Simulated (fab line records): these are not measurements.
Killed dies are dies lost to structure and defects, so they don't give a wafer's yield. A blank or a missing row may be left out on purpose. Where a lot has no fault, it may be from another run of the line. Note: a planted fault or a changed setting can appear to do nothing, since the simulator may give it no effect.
Matching of chambers -- flow n5Finfet -- cvdCo-01 running N5_BEOL_M0_CO_CAP_123: 3 sister chambers
The step material Co, precursor CCTBA/H2, target thk 2 nm, time 102.1 s. 22 wafers are shown with their chamber, then 11 later ones without.

## WAFERS WITH THEIR CHAMBER
wafer,chamber,heaterPowerW (W),susceptorTempC (C)
L080.1,1,235,200.29
L080.4,1,228,200.09
L080.5,2,222,199.82
L082.1,0,241,199.92
L082.4,1,235,200.09
L082.5,2,220,200.06
L083.3,1,234,199.80
L083.5,0,242,199.79
L083.6,1,239,200.07
L086.2,1,233,199.99
L086.3,2,227,200.04
L086.6,2,218,199.81
L088.1,0,254,199.95
L088.2,2,218,200.00
L088.3,1,232,200.38
L091.1,2,224,200.20
L091.4,2,221,199.92
L091.5,1,232,200.04
L093.2,0,243,200.02
L093.3,1,232,200.01
L093.6,2,223,200.03
L094.1,0,248,200.11

SIGNATURES (means of the wafers above)
reading,chamber 0,chamber 1,chamber 2,scatter within a chamber
heaterPowerW,245.60,233.33,221.62,3.66
susceptorTempC,199.9580,200.0844,199.9850,0.146
Rule: a wafer lies at a distance from a chamber equal to the root of the sum of squares, over the readings, of (its reading less the chamber's mean, divided by the reading's scatter). If the next closest chamber is less than 2 further off than the closest, the wafer can't be placed; otherwise it belongs to the closest. The scatter: the root of (the sum of the squares of (reading less its chamber's mean) over the shown wafers, divided by (wafers less chambers)).

## WAFERS MISSING THEIR CHAMBER
wafer,heaterPowerW (W),susceptorTempC (C)
L094.2,239,200.07
L094.4,243,199.95
L095.4,254,199.86
L095.5,237,199.97
L095.6,223,199.74
L096.1,253,200.21
L096.3,228,199.73
L096.5,239,200.31
L097.2,226,199.84
L097.3,236,199.99
L097.6,225,200.06

## THE CHAMBER EACH PASSED THROUGH
wafer,from the rows above,in truth
L094.2,can't be placed: 1 or 0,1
L094.4,0,0
L095.4,0,0
L095.5,can't be placed: 1 or 0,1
L095.6,can't be placed: 2 or 1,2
L096.1,0,0
L096.3,can't be placed: 2 or 1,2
L096.5,can't be placed: 1 or 0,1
L097.2,can't be placed: 2 or 1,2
L097.3,can't be placed: 1 or 0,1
L097.6,can't be placed: 2 or 1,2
Correctly placed: 3 of 11. Not placeable from these rows: 8 (in 8, the candidates include the true chamber). Wrongly placed: 0.
